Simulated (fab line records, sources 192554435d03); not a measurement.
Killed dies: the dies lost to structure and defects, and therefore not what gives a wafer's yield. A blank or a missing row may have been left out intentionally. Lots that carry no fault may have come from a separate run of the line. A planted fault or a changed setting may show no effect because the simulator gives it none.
Split-lot experiment	flow n5Finfet	7 lots, 39 wafers read, on a route of 1938 steps

## THE SPLIT ITSELF
At N5_DUMMY_GATE_EXPOSE_12 (exposes mask GATE, target cd 25 nm), the setting doseMj was moved away from the recipe's 34 on 15 of the 39 wafers read, by -2.1% to +7.8%. This setting was run at the recipe's value on the other wafers.

## FROM THE SPLIT TO THE READING: what the file shows between them, 2 steps
- N5_DUMMY_GATE_PEB_13: peb time 60 s
- N5_DUMMY_GATE_DEVELOP_14: develop time 30 s

## THE READING
cdNm at N5_DUMMY_GATE_CD_MEAS_15, given in nm (cd target 25.8 nm). Fault-free wafers of this fab line usually give 24.96 nm, standard deviation 0.23 nm.

wafer	tool, chamber at the split	doseMj as run	against the recipe	cdNm, nm	against lot-mates on the recipe
L076.1	euvScanner-02, 0	34	recipe	25.13	-
L076.2	euvScanner-02, 0	34	recipe	25.11	-
L076.3	euvScanner-02, 0	34	recipe	25.14	-
L078.1	euvScanner-01, 0	35.12	+3.3%	24.48	-0.59
L078.2	euvScanner-01, 0	34	recipe	24.81	-
L078.3	euvScanner-01, 0	34	recipe	25.18	-
L078.4	euvScanner-01, 0	35.12	+3.3%	24.28	-0.79
L078.5	euvScanner-01, 0	35.12	+3.3%	24.45	-0.62
L078.6	euvScanner-01, 0	34	recipe	25.22	-
L079.1	euvScanner-02, 0	34	recipe	25.56	-
L079.2	euvScanner-02, 0	34	recipe	25.08	-
L079.3	euvScanner-02, 0	34	recipe	25.25	-
L079.4	euvScanner-02, 0	36.65	+7.8%	23.53	-1.77
L079.5	euvScanner-02, 0	36.65	+7.8%	24.13	-1.17
L079.6	euvScanner-02, 0	36.65	+7.8%	24.11	-1.19
L087.1	euvScanner-01, 0	34	recipe	24.97	-
L087.2	euvScanner-01, 0	34	recipe	25.05	-
L087.3	euvScanner-01, 0	34	recipe	24.76	-
L087.4	euvScanner-01, 0	34	recipe	24.53	-
L087.5	euvScanner-01, 0	34	recipe	24.90	-
L087.6	euvScanner-01, 0	34	recipe	25.04	-
L089.1	euvScanner-02, 0	34	recipe	24.68	-
L089.2	euvScanner-02, 0	34.91	+2.7%	24.33	-0.56
L089.3	euvScanner-02, 0	34.91	+2.7%	24.65	-0.24
L089.4	euvScanner-02, 0	34	recipe	24.82	-
L089.5	euvScanner-02, 0	34.91	+2.7%	24.10	-0.79
L089.6	euvScanner-02, 0	34	recipe	25.17	-
L095.1	euvScanner-01, 0	34	recipe	25.32	-
L095.2	euvScanner-01, 0	34.79	+2.3%	24.70	-0.46
L095.3	euvScanner-01, 0	34.79	+2.3%	24.60	-0.56
L095.4	euvScanner-01, 0	34	recipe	25.07	-
L095.5	euvScanner-01, 0	34	recipe	25.09	-
L095.6	euvScanner-01, 0	34.79	+2.3%	24.47	-0.69
L096.1	euvScanner-01, 0	34	recipe	25.27	-
L096.2	euvScanner-01, 0	33.29	-2.1%	25.69	+0.67
L096.3	euvScanner-01, 0	34	recipe	25.05	-
L096.4	euvScanner-01, 0	33.29	-2.1%	25.46	+0.44
L096.5	euvScanner-01, 0	33.29	-2.1%	25.43	+0.41
L096.6	euvScanner-01, 0	34	recipe	24.75	-

THE FIT
A straight line over all 39 wafers: cdNm changes by -0.165 nm for each +1% of doseMj; r = -0.86; the points scatter about the line by 0.24 nm.
The same after taking each lot's own level away (the mean of its wafers on the recipe; 39 wafers): -0.189 nm for each +1%; r = -0.93; scatter 0.19 nm.
According to that fit, moving doseMj by its largest amount changes the reading by 1.5 nm.
Across the lots, their own levels run from 24.875 to 25.297 nm, a range of 1.8 times the standard deviation given above.
Hence the slope depends on the lot-to-lot level, as the two fits are not the same.
Check: for one of the wafers moved furthest among these (+7.8%), held out of the fit, the line's prediction against its lot-mates is -1.38 nm. Against them it came out at -1.77 nm.

## OTHER SPLITS ON THESE WAFERS
Note: prior to the reading, these wafers also went through further splits. Each is held against what the fit with the lots' levels taken away leaves over:
other split on the same wafers	wafers away from the commonest value	r with cdNm (lot level and that fit taken away)
N5_WELL_APT_IMPLANT_15 energyKev	15	+0.16

## THE FILE'S OWN FIT
cdNm changes by -0.188 nm for each +1% of doseMj, r = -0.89.
